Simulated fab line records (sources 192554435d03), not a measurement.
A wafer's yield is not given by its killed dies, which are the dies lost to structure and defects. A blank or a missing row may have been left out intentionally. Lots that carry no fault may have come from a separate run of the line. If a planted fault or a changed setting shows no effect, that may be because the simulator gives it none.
Split-lot trial / flow n5_finfet / 7 lots, 21 wafers read, on a route of 1938 steps

SPLIT DETAILS
At N5_BEOL_M6_ETCH_41 (etches SiCN in CH3F/O2, target depth 29.7 nm, time 52 s), the setting time_s was moved away from the recipe's 52 s on 5 of the 21 wafers read, by -17.3% to +18.6%. All remaining wafers had this setting at the recipe value.

The split's own step is where the reading is taken.

THE READING
etch.depth_nm (the simulator's own value, which no gauge read), in nm, at N5_BEOL_M6_ETCH_41 (etches SiCN in CH3F/O2, target depth 29.7 nm, time 52 s). No usual value for it is given in the file. Average 19.68 nm, standard deviation 0.2 nm, over the 16 wafers here run with the recipe.

wafer=L075.1; tool, chamber at the split=rie_diel-06, 0; time_s as run, s=52; against the recipe=recipe; etch.depth_nm, nm=20.02; against lot-mates on the recipe=-
wafer=L075.2; tool, chamber at the split=rie_diel-06, 2; time_s as run, s=55.51; against the recipe=+6.7%; etch.depth_nm, nm=21.09; against lot-mates on the recipe=+1.19
wafer=L075.4; tool, chamber at the split=rie_diel-06, 1; time_s as run, s=52; against the recipe=recipe; etch.depth_nm, nm=19.78; against lot-mates on the recipe=-
wafer=L078.2; tool, chamber at the split=rie_diel-06, 2; time_s as run, s=47.48; against the recipe=-8.7%; etch.depth_nm, nm=17.81; against lot-mates on the recipe=-1.82
wafer=L078.5; tool, chamber at the split=rie_diel-06, 3; time_s as run, s=47.48; against the recipe=-8.7%; etch.depth_nm, nm=17.58; against lot-mates on the recipe=-2.05
wafer=L078.6; tool, chamber at the split=rie_diel-06, 2; time_s as run, s=52; against the recipe=recipe; etch.depth_nm, nm=19.63; against lot-mates on the recipe=-
wafer=L080.2; tool, chamber at the split=rie_diel-06, 3; time_s as run, s=52; against the recipe=recipe; etch.depth_nm, nm=19.45; against lot-mates on the recipe=-
wafer=L080.3; tool, chamber at the split=rie_diel-06, 1; time_s as run, s=52; against the recipe=recipe; etch.depth_nm, nm=19.82; against lot-mates on the recipe=-
wafer=L080.5; tool, chamber at the split=rie_diel-06, 1; time_s as run, s=52; against the recipe=recipe; etch.depth_nm, nm=19.74; against lot-mates on the recipe=-
wafer=L079.1; tool, chamber at the split=rie_diel-06, 2; time_s as run, s=52; against the recipe=recipe; etch.depth_nm, nm=19.7; against lot-mates on the recipe=-
wafer=L079.3; tool, chamber at the split=rie_diel-06, 1; time_s as run, s=52; against the recipe=recipe; etch.depth_nm, nm=19.38; against lot-mates on the recipe=-
wafer=L079.4; tool, chamber at the split=rie_diel-06, 1; time_s as run, s=52; against the recipe=recipe; etch.depth_nm, nm=19.5; against lot-mates on the recipe=-
wafer=L082.3; tool, chamber at the split=rie_diel-06, 3; time_s as run, s=52; against the recipe=recipe; etch.depth_nm, nm=19.21; against lot-mates on the recipe=-
wafer=L082.4; tool, chamber at the split=rie_diel-06, 1; time_s as run, s=52; against the recipe=recipe; etch.depth_nm, nm=19.7; against lot-mates on the recipe=-
wafer=L082.5; tool, chamber at the split=rie_diel-06, 2; time_s as run, s=52; against the recipe=recipe; etch.depth_nm, nm=19.83; against lot-mates on the recipe=-
wafer=L088.1; tool, chamber at the split=rie_diel-01, 0; time_s as run, s=52; against the recipe=recipe; etch.depth_nm, nm=19.84; against lot-mates on the recipe=-
wafer=L088.5; tool, chamber at the split=rie_diel-01, 2; time_s as run, s=61.65; against the recipe=+18.6%; etch.depth_nm, nm=23.92; against lot-mates on the recipe=+4.13
wafer=L088.6; tool, chamber at the split=rie_diel-01, 3; time_s as run, s=52; against the recipe=recipe; etch.depth_nm, nm=19.74; against lot-mates on the recipe=-
wafer=L089.1; tool, chamber at the split=rie_diel-06, 1; time_s as run, s=52; against the recipe=recipe; etch.depth_nm, nm=19.66; against lot-mates on the recipe=-
wafer=L089.4; tool, chamber at the split=rie_diel-06, 0; time_s as run, s=52; against the recipe=recipe; etch.depth_nm, nm=19.86; against lot-mates on the recipe=-
wafer=L089.6; tool, chamber at the split=rie_diel-06, 0; time_s as run, s=42.99; against the recipe=-17.3%; etch.depth_nm, nm=16.37; against lot-mates on the recipe=-3.39

FIT RESULTS
A straight line over all 21 wafers: etch.depth_nm changes by +0.214 nm for each +1% of time_s; r = +0.99; the points scatter about the line by 0.22 nm.
The same after taking each lot's own level away (the mean of its wafers on the recipe; 21 wafers): +0.21 nm for each +1%; r = +0.99; scatter 0.18 nm.
The reading moves by 3.9 nm for the largest change in time_s, on that fit.
Measured against the standard deviation above, the lots' own levels, which go from 19.527 to 19.900 nm, span 1.9 times it.
The two slopes are in agreement: the lot-to-lot level therefore moves the slope only a little.
Check: with one of the wafers moved furthest among these (+18.6%) left out of the fit, the line predicts +3.7 nm for it against its lot-mates. Against them it came out at +4.13 nm.

THE OTHER SPLITS THESE WAFERS WENT THROUGH
Before the reading, these wafers also passed through other splits. Each is held against what the fit with the lots' levels taken away leaves over:
other split on the same wafers=N5_BEOL_M3_COAT_67 spin_rpm; wafers away from the commonest value=10; r with etch.depth_nm (lot level and that fit taken away)=+0.02
other split on the same wafers=N5_BEOL_M3_COAT_22 spin_rpm; wafers away from the commonest value=6; r with etch.depth_nm (lot level and that fit taken away)=+0.28
other split on the same wafers=N5_BEOL_M5_COAT_22 spin_rpm; wafers away from the commonest value=6; r with etch.depth_nm (lot level and that fit taken away)=-0.05
other split on the same wafers=N5_BEOL_M6_VIA_ETCH_34 time_s; wafers away from the commonest value=7; r with etch.depth_nm (lot level and that fit taken away)=-0.19

THE FILE'S OWN FIT
etch.depth_nm changes by +0.209 nm for each +1% of time_s, r = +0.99.
